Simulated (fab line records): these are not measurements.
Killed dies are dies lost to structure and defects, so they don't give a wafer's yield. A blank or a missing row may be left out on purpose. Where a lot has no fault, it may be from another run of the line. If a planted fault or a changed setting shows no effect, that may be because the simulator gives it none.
Chamber matching -- flow n5_finfet -- N5_MOL_CONTACT_COAG_ALD_27 on ald_sin-04 has 4 sister chambers
The step deposits SiOC, target thk 17 nm, pulse time 1.5 s, time 2720 s. 20 wafers are shown with their chamber, then 10 later ones without.

== WAFERS PAIRED WITH THEIR CHAMBERS ==
wafer,chamber,heater_power_w (W),precursor_pulse_height_rel
L075.2,3,842,1.007
L075.3,1,758,0.953
L075.6,3,796,1.023
L076.1,1,761,1.007
L076.2,2,1009,1.021
L076.4,0,865,1.001
L078.1,3,816,0.986
L078.4,2,1043,0.985
L078.6,2,1051,0.999
L079.1,1,749,0.994
L079.3,0,882,1.001
L079.5,0,863,1.024
L090.2,2,1053,1.002
L090.3,0,829,1.018
L090.6,3,778,1.009
L091.1,2,1033,0.972
L091.3,3,774,0.986
L091.6,3,773,1.019
L093.3,1,769,1.000
L093.4,2,1028,0.997

SIGNATURES, as means of the wafers listed above
reading,chamber 0,chamber 1,chamber 2,chamber 3,scatter within a chamber
heater_power_w,859.75,759.25,1036.17,796.50,20.8
precursor_pulse_height_rel,1.01100,0.98850,0.99600,1.00500,0.0173
Rule: a wafer's distance from a chamber is the root of the sum, over the readings, of the square of ((its reading less the chamber's mean) divided by the reading's scatter). If the next closest chamber is less than 2 further off than the closest, the wafer can't be placed; otherwise it belongs to the closest. The scatter: the root of (the sum of the squares of (reading less its chamber's mean) over the shown wafers, divided by (wafers less chambers)).

== WAFERS WITH NO CHAMBER GIVEN ==
wafer,heater_power_w (W),precursor_pulse_height_rel
L093.5,794,0.994
L094.1,748,1.060
L094.2,1001,0.977
L094.3,798,0.991
L095.4,1029,0.986
L095.5,832,0.977
L095.6,779,1.002
L096.2,1039,1.033
L096.3,798,1.041
L096.6,832,0.997

== THE CHAMBER EACH PASSED THROUGH ==
wafer,from the rows above,in truth
L093.5,can't be placed: 3 or 1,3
L094.1,can't be placed: 3 or 1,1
L094.2,2,2
L094.3,can't be placed: 3 or 1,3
L095.4,2,2
L095.5,can't be placed: 3 or 0 or 1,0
L095.6,can't be placed: 3 or 1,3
L096.2,2,2
L096.3,can't be placed: 3 or 0 or 1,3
L096.6,can't be placed: 0 or 3 or 1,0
Correctly placed: 3 of 10. Cannot be placed on the basis of these rows: 7; the candidates contain the true chamber in 7. Placed wrongly: 0.
